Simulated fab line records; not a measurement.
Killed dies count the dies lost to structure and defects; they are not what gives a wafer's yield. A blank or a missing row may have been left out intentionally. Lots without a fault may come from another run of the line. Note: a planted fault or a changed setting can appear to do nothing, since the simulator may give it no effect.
What tool caused it? || flow nand-harc || Sampling: 6 lots, 18 wafers, 4 of 1159 route steps

== WHAT EACH GAUGE READ, for each wafer ==
NHARC_END_SORT_01.
{"lot": "L198", "measured": "day 20 15:25", "on": "prober-02", "killed-at-array": "24 31 25"}
{"lot": "L212", "measured": "day 22 23:43", "on": "prober-01", "killed-at-array": "33 26 33"}

== WHICH TOOL RAN EACH LOT (tool, then ch and the chambers of the sampled wafers, then the start) ==
{"lot": "L198", "NHARC_P_M2_DEGAS_29": "pvd-sputter-01, day 6 21:43", "NHARC_P_M2_PVD_20": "pvd-sputter-01, day 6 21:56", "NHARC_P_M2_PRE_CLEAN_32": "pecvd-03 ch 1,2, day 6 23:46"}
{"lot": "L200", "NHARC_P_M2_DEGAS_29": "pvd-sputter-01, day 7 15:12", "NHARC_P_M2_PVD_20": "pvd-sputter-01, day 7 15:20", "NHARC_P_M2_PRE_CLEAN_32": "pecvd-03 ch 1,2, day 7 17:32"}
{"lot": "L210", "NHARC_P_M2_DEGAS_29": "pvd-sputter-01, day 9 11:54", "NHARC_P_M2_PVD_20": "pvd-sputter-01, day 9 12:01", "NHARC_P_M2_PRE_CLEAN_32": "pecvd-03 ch 0,2, day 9 13:34"}
{"lot": "L212", "NHARC_P_M2_DEGAS_29": "pvd-sputter-01, day 10 04:37", "NHARC_P_M2_PVD_20": "pvd-sputter-01, day 10 04:46", "NHARC_P_M2_PRE_CLEAN_32": "pecvd-02 ch 1,2, day 10 06:17"}
{"lot": "L216", "NHARC_P_M2_DEGAS_29": "pvd-sputter-03, day 11 06:04", "NHARC_P_M2_PVD_20": "pvd-sputter-03, day 11 06:13", "NHARC_P_M2_PRE_CLEAN_32": "pecvd-02 ch 1,2, day 11 07:43"}
{"lot": "L219", "NHARC_P_M2_DEGAS_29": "pvd-sputter-02, day 11 15:36", "NHARC_P_M2_PVD_20": "pvd-sputter-02, day 11 15:46", "NHARC_P_M2_PRE_CLEAN_32": "pecvd-04 ch 0,1, day 11 17:25"}
- NHARC_P_M2_DEGAS_29: time 60 s.
- NHARC_P_M2_PVD_20: deposits TaN, target thk 5 nm, time 8.06 s.
- NHARC_P_M2_PRE_CLEAN_32: time 12 s.

== THE ANSWER, worked out from the rows above alone ==
Rule: what is usual is taken from the lots themselves. Put in order of their means at a reading, lots are off if they are a third of the lots or fewer, leave a main group of 4 or more, and stand apart from it by a gap of 3 or more times the standard deviation of the main group's means; of several such gaps the widest counts. The tables above print the reading to a certain number of digits; a main group whose means all agree to those digits is not used. Also off: a lot with no number at a reading for which 4 or more lots have one. All remaining lots with rows at the step are treated as sound.
Across all readings shown, no lot is off: no conclusion can be drawn from this.

== WHAT HAD BEEN PUT IN BY THE SIMULATOR ==
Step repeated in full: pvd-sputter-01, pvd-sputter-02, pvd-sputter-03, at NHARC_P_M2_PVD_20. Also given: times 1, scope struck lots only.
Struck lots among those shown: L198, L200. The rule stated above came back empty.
